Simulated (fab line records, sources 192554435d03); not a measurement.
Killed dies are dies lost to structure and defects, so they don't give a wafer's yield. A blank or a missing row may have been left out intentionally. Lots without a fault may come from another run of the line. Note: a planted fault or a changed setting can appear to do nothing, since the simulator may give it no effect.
fab line records	flow n5-finfet
record: lots: 10	wafers: 28	last-day: 17
route steps=1938 shown BEOL_M0_SAQP@670 BEOL_M0_CUTY@708 BEOL_M4@1111 PASSIVATION@1936
lots that met no fault: taken from a fault-free run of the same line
start-h: hours from the record's first day to the start of the lot's first wafer shown	wait-h: how many hours have passed since the lot's step before this one	" repeats the value in the row above	L1.1+2: one row covering several wafers at once	- no value, or no start given	* or withheld: withheld	< > ~ a bound
route shown NAME@n: a module of which the file shows steps, and the number in the route of the first	usual: mean/standard deviation taken from wafers without a fault	same: alike in all rows	chamber/n: place in a boat	sites: each site's reading	_std_site: how widely they spread, as a standard deviation	_edge_site: mean of outer sites minus mean of inner sites	radius-mm: for every site, how far away it sits from the centre of the wafer	mask NAME#n: copy n	behind: tool/chamber where the wafer was last shaped	hold: why the lot was held/for how many hours/how that ended	device: whichever transistor did not switch (one of n, p or np)	end of line: tests of these same wafers at the route's end	where a step has no rows: the recipe by itself	killed: dies that structure and defects cost at the first sort, which is not the same as the wafer's yield	map: shows each die of a wafer: x if killed, . if not, _ if none is there
set.NAME: the setting that was run; set.NAME@STEP: the one run at that earlier step	model.NAME: the simulator's own value behind a step, which no gauge read
a sample of lots followed through the steps of the route, with each step as a table and each wafer as a row
services: when a tool's chamber went out of use (start-h, in hours from the record's first day, below 0 if earlier), for how many hours, and the reason
== steps ==
step: N5_BEOL_M0_SAQP_RECESS_104
recipe: chemistry: HF/NH3	target: SiO2	target-depth-a: 180	afs-cycles: 3	temp-c: 30	sublimation-temp-c: 180	sublimation-time-s: 60
usual: drypump-motor-current-A: 5.85/0.24	foreline-p-Torr: 0.1280/0.00037
lot.wafer	tool	chamber	start-h	wait-h	drypump-motor-current-A	foreline-p-Torr
L116.3	vapor-etch-02	0	114.38	0.2	5.74	0.1288
L116.5	"	1	"	"	5.83	0.1280
L116.6	"	0	"	"	5.77	0.1285
L119.1	vapor-etch-02	1	135.36	0.1	5.81	0.1277
L119.3	"	1	"	"	5.80	0.1273
L119.6	"	0	"	"	5.80	0.1276
L122.4	vapor-etch-02	1	152.32	0.2	5.81	0.1281
L122.6	"	1	"	"	5.81	0.1278
L129.1	vapor-etch-01	0	195.56	0.1	5.58	0.1284
L129.2	"	1	"	"	6.32	0.1276
L129.4	"	1	"	"	6.32	0.1282
L133.2	vapor-etch-01	0	217.07	0.1	5.56	0.1280
L133.4	"	0	"	"	5.57	0.1281
L133.6	"	1	"	"	6.28	0.1285
L134.1	vapor-etch-02	0	224.81	0.1	5.81	0.1278
L134.5	"	1	"	"	5.82	0.1275
L134.6	"	0	"	"	5.80	0.1269
L135.2	vapor-etch-02	0	229.36	0.1	5.82	0.1285
L135.3	"	1	"	"	5.86	0.1279
L135.5	"	0	"	"	5.80	0.1277
L136.2	vapor-etch-02	0	232.84	0.6	5.77	0.1283
L136.4	"	1	"	"	5.86	0.1283
L137.2	vapor-etch-02	1	239.07	0.1	5.83	0.1278
L137.3	"	1	"	"	5.83	0.1283
L137.4	"	0	"	"	5.79	0.1283
L138.2	vapor-etch-02	1	247.14	0.4	5.85	0.1277
L138.3	"	0	"	"	5.81	0.1289
L138.6	"	0	"	"	5.81	0.1288
step: N5_BEOL_M0_SAQP_OVL_MEAS_41
recipe: points-per-wafer: 522
usual: M0_CUT1_OVL: -0.4/0.64
same: points-per-wafer: 522
lot.wafer	tool	chamber	start-h	wait-h	M0_CUT1_OVL[nm]
L116.3	overlay-02	0	116.48	0.0	-0.5
L116.5	"	0	"	"	-0.1
L116.6	"	0	"	"	-0.2
L119.1	overlay-01	0	137.20	0.0	0.2
L119.3	"	0	"	"	-0.6
L119.6	"	0	"	"	-0.5
L122.4	overlay-01	0	154.32	0.0	-1.2
L122.6	"	0	"	"	-0.7
L129.1	overlay-01	0	198.26	0.0	-0.1
L129.2	"	0	"	"	-0.2
L129.4	"	0	"	"	0.4
L133.2	overlay-01	0	219.24	0.0	-1.1
L133.4	"	0	"	"	-0.6
L133.6	"	0	"	"	-1.1
L134.1	overlay-01	0	226.91	0.0	-0.6
L134.5	"	0	"	"	0.3
L134.6	"	0	"	"	-0.4
L135.2	overlay-02	0	231.52	0.0	-0.3
L135.3	"	0	"	"	0.1
L135.5	"	0	"	"	-0.7
L136.2	overlay-02	0	234.85	0.0	-0.3
L136.4	"	0	"	"	0.1
L137.2	overlay-01	0	242.65	0.0	-0.5
L137.3	"	0	"	"	-0.1
L137.4	"	0	"	"	-0.7
L138.2	overlay-01	0	250.44	0.0	-0.1
L138.3	"	0	"	"	0.4
L138.6	"	0	"	"	0.3
step: N5_BEOL_M0_SAQP_ETCH_49
recipe: chemistry: CF4/O2	target-depth-a: 370	target: SiO2	pressure-mtorr: 40	source-w: 535	bias-w: 49	Ar_flow_sccm: 100	cf4-flow-sccm: 100	O2_flow_sccm: 10	ion-energy-ev: 100
usual: O2_flow_sccm: 10.01/0.031	bias-w: 49.01/0.13	drypump-motor-current-A: 5.6/0.54	oes_f_703_au: 0.79/0.076	oes-product-au: 0.77/0.07	rf-vpp-V: 239/5.6	showerhead-plenum-p-Torr: 2.21/0.082	throttle-valve-pct: 15.80/0.24
lot.wafer	tool	chamber	start-h	wait-h	O2_flow_sccm	bias-w	drypump-motor-current-A	oes_f_703_au	oes-product-au	rf-hours-counter-h	rf-vpp-V	showerhead-plenum-p-Torr	throttle-valve-pct
L116.3	rie-diel-05	0	117.68	0.3	9.99	49.00	5.6	0.82	0.79	102	230	2.06	15.77
L116.5	"	2	"	"	9.98	49.04	6.8	0.86	0.82	-	240	2.30	15.34
L116.6	"	3	"	"	10.01	48.88	5.8	0.72	0.72	-	246	2.28	15.62
L119.1	rie-diel-05	3	138.10	0.3	10.04	48.84	5.8	0.72	0.71	199	245	2.27	15.64
L119.3	"	1	"	"	10.09	49.01	6.1	0.86	0.84	47	240	2.33	15.59
L119.6	"	1	"	"	9.99	48.89	6.1	0.87	0.84	-	238	2.33	15.58
L122.4	rie-diel-05	1	155.48	0.3	9.97	49.16	6.1	0.86	0.84	52	239	2.33	15.59
L122.6	"	0	"	"	10.06	48.81	5.6	0.82	0.77	-	229	2.06	15.77
L129.1	rie-diel-05	1	199.16	0.3	10.02	48.89	6.0	0.84	0.82	65	240	2.32	15.61
L129.2	"	3	"	"	9.99	48.96	5.7	0.71	0.70	216	246	2.27	15.67
L129.4	"	0	"	"	10.03	49.11	5.6	0.79	0.75	125	231	2.05	15.79
L133.2	rie-diel-05	1	220.13	0.3	-	-	-	-	-	-	-	-	-
L133.4	"	2	"	"	-	-	-	-	-	-	-	-	-
L133.6	"	0	"	"	-	-	-	-	-	-	-	-	-
L134.1	rie-diel-01	1	228.46	0.3	-	-	-	-	-	-	-	-	-
L134.5	"	1	"	"	-	-	-	-	-	-	-	-	-
L134.6	"	0	"	"	-	-	-	-	-	-	-	-	-
L135.2	rie-diel-01	3	232.71	0.4	-	-	-	-	-	-	-	-	-
L135.3	"	0	"	"	-	-	-	-	-	-	-	-	-
L135.5	"	0	"	"	-	-	-	-	-	-	-	-	-
L136.2	rie-diel-03	2	235.86	0.3	9.92	49.14	5.1	0.74	0.74	175	238	2.12	15.94
L136.4	"	0	"	"	9.99	49.14	5.9	0.70	0.72	179	249	2.20	15.99
L137.2	rie-diel-03	2	243.66	0.3	9.98	48.93	5.0	0.74	0.73	178	238	2.12	15.97
L137.3	"	3	"	"	10.05	49.03	5.4	0.71	0.69	250	232	2.26	15.96
L137.4	"	0	"	"	9.95	49.04	5.9	0.69	0.72	181	247	2.19	15.99
L138.2	rie-diel-03	1	252.29	0.3	10.08	49.18	6.1	0.84	0.86	65	242	2.15	15.70
L138.3	"	0	"	"	10.07	49.00	5.9	0.69	0.72	184	248	2.19	16.00
L138.6	"	1	"	"	10.04	49.21	6.1	0.84	0.85	-	241	2.15	15.69
step: N5_BEOL_M0_SAQP_STRIP_75
recipe: chemistry: CF4	resist: SiARC	power-w: 300	bias-power-w: 75	pressure-mtorr: 50	cf4-flow-sccm: 150	rf-frequency-hz: 6e+07
usual: drypump-motor-current-A: 5.6/0.54	oes-product-au: 0.180/0.016	rf-vpp-V: 271.2/1.7	showerhead-plenum-p-Torr: 1.80/0.068	throttle-valve-pct: 13.55/0.24
lot.wafer	tool	chamber	start-h	wait-h	drypump-motor-current-A	oes-product-au	rf-hours-counter-h	rf-vpp-V	showerhead-plenum-p-Torr	throttle-valve-pct
L116.3	rie-diel-05	0	117.78	0.1	5.6	0.179	102	268.7	1.68	13.49
L116.5	"	2	"	"	6.7	0.197	-	273.5	1.88	13.15
L116.6	"	3	"	"	5.7	0.166	-	273.1	1.85	13.40
L119.1	rie-diel-05	3	138.20	0.1	5.8	0.165	199	270.6	1.85	13.40
L119.3	"	1	"	"	6.1	0.196	47	273.1	1.90	13.34
L119.6	"	1	"	"	6.1	0.197	-	273.7	1.90	13.36
L122.4	rie-diel-05	1	155.58	0.1	6.1	0.195	52	272.3	1.90	13.36
L122.6	"	0	"	"	5.6	0.179	-	268.8	1.67	13.52
L129.1	rie-diel-05	1	199.26	0.1	6.1	0.190	65	272.9	1.90	13.40
L129.2	"	3	"	"	5.8	0.163	216	272.0	1.84	13.44
L129.4	"	0	"	"	5.6	0.171	125	268.8	1.67	13.54
L133.2	rie-diel-05	1	220.23	0.1	6.1	0.820	71	273.9	1.90	13.40
L133.4	"	2	"	"	6.7	0.795	114	272.5	1.87	13.19
L133.6	"	0	"	"	5.6	0.749	-	267.9	1.67	13.56
L134.1	rie-diel-01	1	228.56	0.1	5.8	0.832	57	270.7	1.82	13.54
L134.5	"	1	"	"	5.8	0.828	-	273.0	1.82	13.53
L134.6	"	0	"	"	4.9	0.842	-	272.3	1.81	13.52
L135.2	rie-diel-01	3	232.81	0.1	5.4	0.691	219	268.3	1.71	13.64
L135.3	"	0	"	"	4.9	0.839	77	270.9	1.81	13.52
L135.5	"	0	"	"	4.9	0.839	-	271.5	1.81	13.53
L136.2	rie-diel-03	2	235.96	0.1	5.1	0.174	175	269.7	1.73	13.70
L136.4	"	0	"	"	5.9	0.167	179	270.9	1.79	13.74
L137.2	rie-diel-03	2	243.76	0.1	5.1	0.174	178	270.4	1.73	13.72
L137.3	"	3	"	"	5.4	0.160	250	272.1	1.84	13.70
L137.4	"	0	"	"	5.9	0.165	181	270.2	1.78	13.73
L138.2	rie-diel-03	1	252.39	0.1	6.1	0.202	65	269.7	1.76	13.45
L138.3	"	0	"	"	5.9	0.167	184	270.2	1.78	13.75
L138.6	"	1	"	"	6.1	0.204	-	269.8	1.76	13.45
step: N5_BEOL_M0_CUTY_CD_MEAS_57
recipe: target-cd-nm: 200	landing-energy-ev: 500	detector: se-inlens	polarity: line
usual: cd-nm: 200.2/0.97
lot.wafer	tool	chamber	start-h	wait-h	cd-nm
L116.3	cd-sem-02	0	118.18	-	200.4
L116.5	"	0	"	"	201.1
L116.6	"	0	"	"	201.2
L119.1	cd-sem-02	0	138.59	-	199.4
L119.3	"	0	"	"	199.2
L119.6	"	0	"	"	199.6
L122.4	cd-sem-03	0	155.98	-	199.6
L122.6	"	0	"	"	200.0
L129.1	cd-sem-03	0	199.66	-	200.6
L129.2	"	0	"	"	201.7
L129.4	"	0	"	"	202.1
L136.2	cd-sem-01	0	236.36	-	199.6
L136.4	"	0	"	"	200.8
L137.2	cd-sem-01	0	244.16	-	200.6
L137.3	"	0	"	"	200.0
L137.4	"	0	"	"	200.9
L138.2	cd-sem-01	0	252.78	-	201.0
L138.3	"	0	"	"	201.2
L138.6	"	0	"	"	201.7
step: N5_BEOL_M4_RC_MEAS_101
usual: DIBL_N: 36.3/1.6	DIBL_P: 36.2/2.1	IOFF_N: 0.16/0.031	IOFF_P: 0.21/0.034	ION_N: 673/11	ION_P: 461/7.4	SS_N: 71.6/0.55	SS_P: 73.3/0.66	VT_N: 251/3.2	VT_P: -251/3.5
lot.wafer	tool	chamber	start-h	wait-h	DIBL_N[mV/V]	DIBL_P[mV/V]	IOFF_N[nA/um]	IOFF_P[nA/um]	ION_N[uA/um]	ION_P[uA/um]	SS_N[mV/dec]	SS_P[mV/dec]	VT_N[mV]	VT_P[mV]
L116.3	prober-02	0	159.98	0.3	36.3	36.0	0.14	0.21	683	471	71.0	73.8	254	-254
L116.5	"	0	"	"	36.8	36.5	0.14	0.21	665	462	71.5	73.4	253	-253
L116.6	"	0	"	"	38.4	37.9	0.17	0.25	676	464	71.2	74.0	250	-251
L119.1	prober-02	0	185.05	0.0	36.0	35.8	0.14	0.22	661	460	72.0	73.4	255	-250
L119.3	"	0	"	"	38.8	39.2	0.20	0.28	679	467	71.9	74.3	249	-244
L119.6	"	0	"	"	38.9	39.4	0.19	0.28	675	473	72.2	74.7	248	-244
L122.4	prober-01	0	205.19	0.5	34.9	34.1	0.12	0.17	655	452	70.8	72.7	253	-255
L122.6	"	0	"	"	36.1	35.5	0.14	0.18	669	454	71.9	72.6	255	-254
L129.1	prober-01	0	245.71	0.0	36.4	38.2	0.18	0.25	687	474	71.8	73.9	246	-248
L129.2	"	0	"	"	35.1	35.3	0.15	0.19	670	457	71.4	73.2	249	-250
L129.4	"	0	"	"	38.9	40.0	0.22	0.27	682	467	72.6	74.5	246	-250
L136.2	prober-01	0	281.13	0.2	36.8	35.2	0.15	0.19	667	454	71.3	73.0	253	-254
L136.4	"	0	"	"	38.1	37.4	0.17	0.21	689	464	71.6	74.0	246	-253
L137.2	prober-01	0	295.65	0.2	34.2	32.7	0.10	0.14	656	455	70.4	71.8	257	-254
L137.3	"	0	"	"	37.2	37.0	0.15	0.19	667	456	71.2	72.6	251	-253
L137.4	"	0	"	"	36.9	36.4	0.14	0.19	666	463	71.6	72.9	252	-255
L138.2	prober-01	0	298.01	0.2	37.9	38.5	0.19	0.23	687	466	71.7	74.6	248	-249
L138.3	"	0	"	"	39.1	41.1	0.23	0.28	697	472	73.3	74.0	245	-248
L138.6	"	0	"	"	39.1	41.7	0.25	0.29	708	478	72.5	74.3	243	-248
step: N5_PASSIVATION_PROBE_49
usual: defect-limited-yield: 91.5/1.5	killed_at_M0_to_M3: 32/9.4	killed_at_M4_up: 12/5.1	killed-at-contacts: 11/7.4	killed-at-front-end: 41/11	killed-at-other: 3.4/2.5	killed-dies: 100/17	killed-on-rim: 13/4.4	killed-open: 65/14	killed-short: 33/7	sort_bin_5_function: 4.9/0.96	sort_bin_6_memory: 3.1/0.7	sort-n-pass: 1080/17	sort-yield-pct: 91.5/1.5
same: gross-dies: 1180	killed-at-back-side: 0	sort_bin_4_leakage[%]: 0	sort_bin_8_speed[%]: 0
lot.wafer	tool	chamber	start-h	wait-h	defect-limited-yield[%]	killed_at_M0_to_M3	killed_at_M4_up	killed-at-contacts	killed-at-front-end	killed-at-other	killed-dies	killed-on-rim	killed-open	killed-short	sort_bin_5_function[%]	sort_bin_6_memory[%]	sort-n-pass	sort-yield-pct[%]
L116.3	prober-02	-	264.57	0.1	91.5	27	12	17	37	7	100	11	65	35	4.5	3.7	1080	91.5
L116.5	prober-02	-	264.67	0.2	92.5	15	10	8	50	6	89	12	58	31	4.6	2.9	1091	92.5
L116.6	prober-02	-	264.72	0.3	92.5	25	9	4	45	6	89	17	54	26	4.2	2.4	1091	92.5
L119.1	prober-02	-	289.72	0.0	88.5	30	14	7	79	6	136	21	77	58	7.1	3.8	1044	88.5
L119.3	prober-02	-	289.82	0.1	89.3	31	16	9	64	6	126	21	81	43	5.7	4.7	1054	89.3
L119.6	prober-02	-	289.97	0.3	91.6	27	18	15	33	6	99	13	65	32	5.3	2.7	1081	91.6
L122.4	prober-02	-	297.76	0.2	89.3	35	25	13	46	7	126	14	81	45	7.4	3.1	1054	89.3
L122.6	prober-02	-	297.86	0.3	92.0	25	12	8	44	5	94	14	62	24	4.2	3.0	1086	92.0
L129.1	prober-02	-	339.74	0.0	91.7	40	15	6	30	7	98	16	67	30	5.1	2.9	1082	91.7
L129.2	prober-02	-	339.79	0.1	91.5	26	15	7	51	1	100	15	65	35	6.0	2.3	1080	91.5
L129.4	prober-02	-	339.89	0.2	91.4	28	8	14	51	1	102	15	68	33	4.9	3.4	1078	91.4
L133.2	prober-01	-	351.85	0.1	0	1105	6	16	48	5	1180	152	73	26	95.4	4.3	0	0
L133.4	prober-01	-	351.95	0.2	0	1108	11	19	41	1	1180	152	68	37	95.9	3.6	0	0
L133.6	prober-01	-	352.05	0.3	0	1110	7	16	43	4	1180	152	66	35	96.4	3.1	0	0
L134.1	prober-02	-	355.34	0.0	0	1116	11	2	45	6	1180	152	77	40	95.2	4.6	0	0
L134.5	prober-02	-	355.54	0.2	0	1114	21	10	28	7	1180	152	71	28	96.7	3.1	0	0
L134.6	prober-02	-	355.59	0.3	0	1130	17	4	26	3	1180	152	58	33	96.9	2.6	0	0
L135.2	prober-01	-	359.84	0.1	0	1116	2	8	49	5	1180	152	51	32	96.6	3.0	0	0
L135.3	prober-01	-	359.89	0.1	0	1128	6	10	34	2	1180	152	62	26	97.1	2.5	0	0
L135.5	prober-01	-	359.99	0.2	0	1139	4	5	31	1	1180	152	47	25	97.2	2.7	0	0
L136.2	prober-01	-	385.22	0.1	91.1	37	12	6	45	5	105	15	68	35	5.2	3.6	1075	91.1
L136.4	prober-01	-	385.32	0.2	91.9	32	17	6	35	6	96	16	54	39	4.8	2.6	1084	91.9
L137.2	prober-02	-	388.78	0.1	92.4	30	16	3	35	6	90	8	70	19	5.1	2.5	1090	92.4
L137.3	prober-02	-	388.83	0.1	91.3	44	8	16	31	4	103	14	77	26	5.3	3.1	1077	91.3
L137.4	prober-02	-	388.88	0.2	91.7	31	11	7	42	7	98	15	64	26	4.9	2.5	1082	91.7
L138.2	prober-02	-	401.10	0.1	93.4	19	11	1	45	2	78	8	46	32	3.9	2.4	1102	93.4
L138.3	prober-02	-	401.15	0.1	92.3	36	14	8	33	0	91	7	62	29	4.9	2.5	1089	92.3
L138.6	prober-02	-	401.30	0.3	93.1	39	13	4	23	2	81	15	53	27	4.2	2.3	1099	93.1
killed by level:class
L116.3 MOL_CONTACT_COAG:geometric-particle:open=17 FIN_SAQP:geometric-particle:short=10 BEOL_M2:geometric-particle:open=10 STI_FIN_REVEAL:geometric-particle:open=8 BEOL_M0_SAQP:geometric-particle:short=8 STARTING-WAFER:geometric-particle:open=5 GATE_CUT:geometric-particle:short=4 BEOL_M0_SAQP:geometric-particle:open=4
L116.5 FIN_SAQP:geometric-particle:short=14 DUMMY_GATE:geometric-particle:open=9 BEOL_M2:geometric-particle:open=9 MOL_CONTACT_COAG:geometric-particle:open=7 FIN_SAQP:geometric-particle:open=6 STI_FIN_REVEAL:geometric-particle:open=4 GATE_CUT:geometric-particle:open=4 GATE_CUT:geometric-particle:short=4
L116.6 BEOL_M2:geometric-particle:open=10 HKMG_FIN:area-etch=9 BEOL_M3:geometric-particle:open=7 FIN_SAQP:geometric-particle:open=6 STI_FIN_REVEAL:geometric-particle:open=6 GATE_CUT:geometric-particle:short=6 FIN_SAQP:geometric-particle:short=5 STARTING-WAFER:geometric-particle:open=5
L119.1 FIN_SAQP:geometric-particle:open=18 STI_FIN_REVEAL:geometric-particle:open=18 GATE_CUT:geometric-particle:short=16 FIN_SAQP:geometric-particle:short=10 BEOL_M0_SAQP:geometric-particle:open=10 BEOL_M0_SAQP:geometric-particle:short=10 BEOL_M3:geometric-particle:open=5 STI_FIN_REVEAL:geometric-particle:short=5
L119.3 STI_FIN_REVEAL:geometric-particle:open=14 GATE_CUT:geometric-particle:short=14 BEOL_M3:geometric-particle:open=14 FIN_SAQP:geometric-particle:open=11 BEOL_M4:geometric-particle:open=9 BEOL_M0_SAQP:geometric-particle:open=6 DUMMY_GATE:geometric-particle:open=5 GATE_CUT:geometric-particle:open=5
L119.6 MOL_CONTACT_COAG:geometric-particle:open=13 STI_FIN_REVEAL:geometric-particle:open=9 GATE_CUT:geometric-particle:short=8 BEOL_M2:geometric-particle:open=7 BEOL_M3:geometric-particle:open=6 BEOL_M5:geometric-particle:short=5 STI_FIN_REVEAL:geometric-particle:short=5 BEOL_M0_SAQP:geometric-particle:open=5
L122.4 FIN_SAQP:geometric-particle:short=13 STI_FIN_REVEAL:geometric-particle:open=13 BEOL_M4:geometric-particle:open=13 MOL_CONTACT_COAG:geometric-particle:open=10 BEOL_M0_SAQP:geometric-particle:short=8 BEOL_M3:geometric-particle:open=7 BEOL_M1:geometric-particle:open=6 FIN_SAQP:geometric-particle:open=5
L122.6 BEOL_M3:geometric-particle:open=13 MOL_CONTACT_COAG:geometric-particle:open=8 FIN_SAQP:geometric-particle:short=5 FIN_SAQP:geometric-particle:open=5 HKMG_FIN:area-etch=5 SPACER0:geometric-particle:short=4 BEOL_M4:geometric-particle:open=4 STI_FIN_REVEAL:geometric-particle:open=3
L129.1 BEOL_M0_SAQP:geometric-particle:short=12 BEOL_M0_SAQP:geometric-particle:open=12 BEOL_M1:geometric-particle:open=7 BEOL_M4:geometric-particle:open=6 PASS1_DEP:geometric-particle:open=6 DUMMY_GATE:geometric-particle:open=5 MOL_CONTACT_COAG:geometric-particle:open=5 BEOL_M3:geometric-particle:open=5
L129.2 STI_FIN_REVEAL:geometric-particle:open=14 FIN_SAQP:geometric-particle:short=12 BEOL_M0_SAQP:geometric-particle:short=8 BEOL_M0_SAQP:geometric-particle:open=8 FIN_SAQP:geometric-particle:open=7 MOL_CONTACT_COAG:geometric-particle:open=5 DUMMY_GATE:geometric-particle:open=4 GATE_CUT:geometric-particle:open=4
L129.4 FIN_SAQP:geometric-particle:open=15 MOL_CONTACT_COAG:geometric-particle:open=13 FIN_SAQP:geometric-particle:short=10 BEOL_M0_SAQP:geometric-particle:open=9 STI_FIN_REVEAL:geometric-particle:open=4 DUMMY_GATE:geometric-particle:open=4 BEOL_M2:geometric-particle:open=4 BEOL_M0_SAQP:geometric-particle:short=3
L133.2 BEOL_M0_SAQP:area-etch=1080 FIN_SAQP:geometric-particle:open=15 MOL_CONTACT_COAG:geometric-particle:open=13 BEOL_M3:geometric-particle:open=12 FIN_SAQP:geometric-particle:short=8 STI_FIN_REVEAL:geometric-particle:open=6 BEOL_M2:geometric-particle:open=5 GATE_CUT:geometric-particle:open=4
L133.4 BEOL_M0_SAQP:area-etch=1075 MOL_CONTACT_COAG:geometric-particle:open=14 FIN_SAQP:geometric-particle:short=11 BEOL_M2:geometric-particle:open=8 STI_FIN_REVEAL:geometric-particle:open=7 BEOL_M3:geometric-particle:open=7 MOL_CONTACT_COAG:geometric-particle:short=5 BEOL_M0_SAQP:geometric-particle:short=5
L133.6 BEOL_M0_SAQP:area-etch=1078 STI_FIN_REVEAL:geometric-particle:open=20 MOL_CONTACT_COAG:geometric-particle:open=11 BEOL_M0_SAQP:geometric-particle:short=10 BEOL_M0_SAQP:geometric-particle:open=8 GATE_CUT:geometric-particle:short=5 MOL_CONTACT_COAG:geometric-particle:short=5 BEOL_M3:geometric-particle:open=5
L134.1 BEOL_M0_SAQP:area-etch=1063 BEOL_M0_SAQP:geometric-particle:short=18 BEOL_M0_SAQP:geometric-particle:open=14 FIN_SAQP:geometric-particle:open=11 STI_FIN_REVEAL:geometric-particle:open=9 BEOL_M3:geometric-particle:open=7 BEOL_M1:geometric-particle:open=6 BEOL_M2:geometric-particle:open=6
L134.5 BEOL_M0_SAQP:area-etch=1081 MOL_CONTACT_COAG:geometric-particle:open=9 BEOL_M4:geometric-particle:open=8 BEOL_M1:geometric-particle:open=7 BEOL_M3:geometric-particle:open=7 BEOL_M0_SAQP:geometric-particle:open=6 FIN_SAQP:geometric-particle:short=4 FIN_SAQP:geometric-particle:open=4
L134.6 BEOL_M0_SAQP:area-etch=1089 BEOL_M0_SAQP:geometric-particle:open=12 BEOL_M1:geometric-particle:open=9 BEOL_M3:geometric-particle:open=6 BEOL_M4:geometric-particle:open=6 FIN_SAQP:geometric-particle:short=5 FIN_SAQP:geometric-particle:open=5 MOL_CONTACT_COAG:geometric-particle:open=4
L135.2 BEOL_M0_SAQP:area-etch=1097 STI_FIN_REVEAL:geometric-particle:open=9 GATE_CUT:geometric-particle:short=9 MOL_CONTACT_COAG:geometric-particle:open=8 BEOL_M2:geometric-particle:open=7 FIN_SAQP:geometric-particle:open=6 BEOL_M0_SAQP:geometric-particle:short=6 BEOL_M0_SAQP:geometric-particle:open=5
L135.3 BEOL_M0_SAQP:area-etch=1090 BEOL_M2:geometric-particle:open=15 STI_FIN_REVEAL:geometric-particle:open=8 MOL_CONTACT_COAG:geometric-particle:open=6 BEOL_M1:geometric-particle:open=5 BEOL_M1:geometric-particle:short=5 FIN_SAQP:geometric-particle:short=4 SPACER0:geometric-particle:open=4
L135.5 BEOL_M0_SAQP:area-etch=1108 FIN_SAQP:geometric-particle:open=8 BEOL_M0_SAQP:geometric-particle:open=8 BEOL_M3:geometric-particle:open=7 BEOL_M2:geometric-particle:open=6 GATE_CUT:geometric-particle:short=5 MOL_CONTACT_COAG:geometric-particle:open=4 FIN_SAQP:geometric-particle:short=3
L136.2 FIN_SAQP:geometric-particle:open=9 BEOL_M3:geometric-particle:open=9 BEOL_M0_SAQP:geometric-particle:short=9 STI_FIN_REVEAL:geometric-particle:open=7 FIN_SAQP:geometric-particle:short=5 MOL_CONTACT_COAG:geometric-particle:open=5 BEOL_M1:geometric-particle:open=5 STARTING-WAFER:geometric-particle:short=5
L136.4 FIN_SAQP:geometric-particle:short=10 FIN_SAQP:geometric-particle:open=8 BEOL_M0_SAQP:geometric-particle:short=8 BEOL_M3:geometric-particle:open=7 BEOL_M2:geometric-particle:open=6 BEOL_M1:geometric-particle:open=5 GATE_CUT:geometric-particle:short=4 MOL_CONTACT_COAG:geometric-particle:open=4
L137.2 STI_FIN_REVEAL:geometric-particle:open=8 BEOL_M1:geometric-particle:open=8 BEOL_M3:geometric-particle:open=6 BEOL_M4:geometric-particle:open=6 DUMMY_GATE:geometric-particle:open=5 BEOL_M0_SAQP:geometric-particle:open=5 STARTING-WAFER:geometric-particle:open=5 FIN_SAQP:geometric-particle:open=4
L137.3 MOL_CONTACT_COAG:geometric-particle:open=15 BEOL_M0_SAQP:geometric-particle:short=10 BEOL_M3:geometric-particle:open=10 GATE_CUT:geometric-particle:open=7 GATE_CUT:geometric-particle:short=7 BEOL_M1:geometric-particle:open=7 FIN_SAQP:geometric-particle:open=6 BEOL_M0_SAQP:geometric-particle:open=6
L137.4 BEOL_M2:geometric-particle:open=13 STI_FIN_REVEAL:geometric-particle:open=10 BEOL_M3:geometric-particle:open=7 GATE_CUT:geometric-particle:short=6 MOL_CONTACT_COAG:geometric-particle:open=6 BEOL_M0_SAQP:geometric-particle:open=6 BEOL_M4:geometric-particle:open=6 HKMG_FIN:area-etch=6
L138.2 FIN_SAQP:geometric-particle:short=17 FIN_SAQP:geometric-particle:open=14 BEOL_M0_SAQP:geometric-particle:short=5 BEOL_M0_SAQP:geometric-particle:open=4 BEOL_M1:geometric-particle:open=4 BEOL_M3:geometric-particle:open=4 STI_FIN_REVEAL:geometric-particle:short=3 BEOL_M4:geometric-particle:open=3
L138.3 BEOL_M0_SAQP:geometric-particle:open=12 FIN_SAQP:geometric-particle:short=8 BEOL_M4:geometric-particle:open=8 FIN_SAQP:geometric-particle:open=6 DUMMY_GATE:geometric-particle:open=6 MOL_CONTACT_COAG:geometric-particle:open=5 BEOL_M0_SAQP:geometric-particle:short=5 BEOL_M1:geometric-particle:short=5
L138.6 BEOL_M0_SAQP:geometric-particle:open=10 BEOL_M3:geometric-particle:open=8 DUMMY_GATE:geometric-particle:open=7 BEOL_M1:geometric-particle:open=6 BEOL_M1:geometric-particle:short=5 BEOL_M4:geometric-particle:open=5 MOL_CONTACT_COAG:geometric-particle:open=4 GATE_CUT:geometric-particle:short=4
== services ==
tool	chamber	start-h	hours	kind
rie-diel-01	-	105.87	0.6	repair
rie-diel-01	1	140.00	12.9	repair
rie-diel-05	-	159.79	0.5	repair
rie-diel-03	0	181.89	7.9	repair
rie-diel-01	3	211.88	14.8	repair
vapor-etch-01	0	230.22	0.7	repair
rie-diel-01	2	230.42	-	clean
rie-diel-01	2	230.42	-	consumable-replace:focus-ring
rie-diel-01	2	230.42	13.2	scheduled-down
rie-diel-01	2	230.42	13.2	vent-cycle
vapor-etch-01	-	231.59	15.6	pm
rie-diel-03	3	232.01	2.0	repair
rie-diel-03	3	245.09	-	clean
rie-diel-03	3	245.09	-	consumable-replace:focus-ring
rie-diel-03	3	245.09	17.9	scheduled-down
rie-diel-03	3	245.09	17.9	vent-cycle
vapor-etch-01	-	247.93	2.8	pm
== key ==
first-sign: step: N5_BEOL_M0_SAQP_ETCH_49	reading: tool-record	direction: missing
effect: step: N5_BEOL_M0_SAQP_STRIP_75	reading: oes-product-au	direction: up	sigmas: 39	usual: 0.180	struck: 0.804
effect: step: N5_PASSIVATION_PROBE_49	reading: killed_at_M0_to_M3	direction: up	sigmas: 99+	usual: 32	struck: 1118
more-kills-born-at: N5_BEOL_M0_SAQP_ETCH_49@rie-diel-01: 6528	N5_BEOL_M0_SAQP_ETCH_49@rie-diel-05: 3233
met-at N5_BEOL_M0_SAQP_ETCH_49
struck-lots L133,L134,L135
later-rows-left-out L133.2,L133.4,L133.6,L134.1,L134.5,L134.6,L135.2,L135.3,L135.5
not-acting-at N5_BEOL_M0_SAQP_RECESS_104,N5_BEOL_M0_SAQP_OVL_MEAS_41,N5_BEOL_M0_CUTY_CD_MEAS_57
onset-between 199.16 220.13
fault: kind: skipped-step-whole	tool: rie-diel-01,rie-diel-05	chamber: -	onset-h: 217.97	steps: N5_BEOL_M0_SAQP_ETCH_49	scope: struck-lots-only
later-rows-left-out: the simulator's readings of these wafers behind a module that went badly wrong aren't trusted and aren't shown, but for the sort
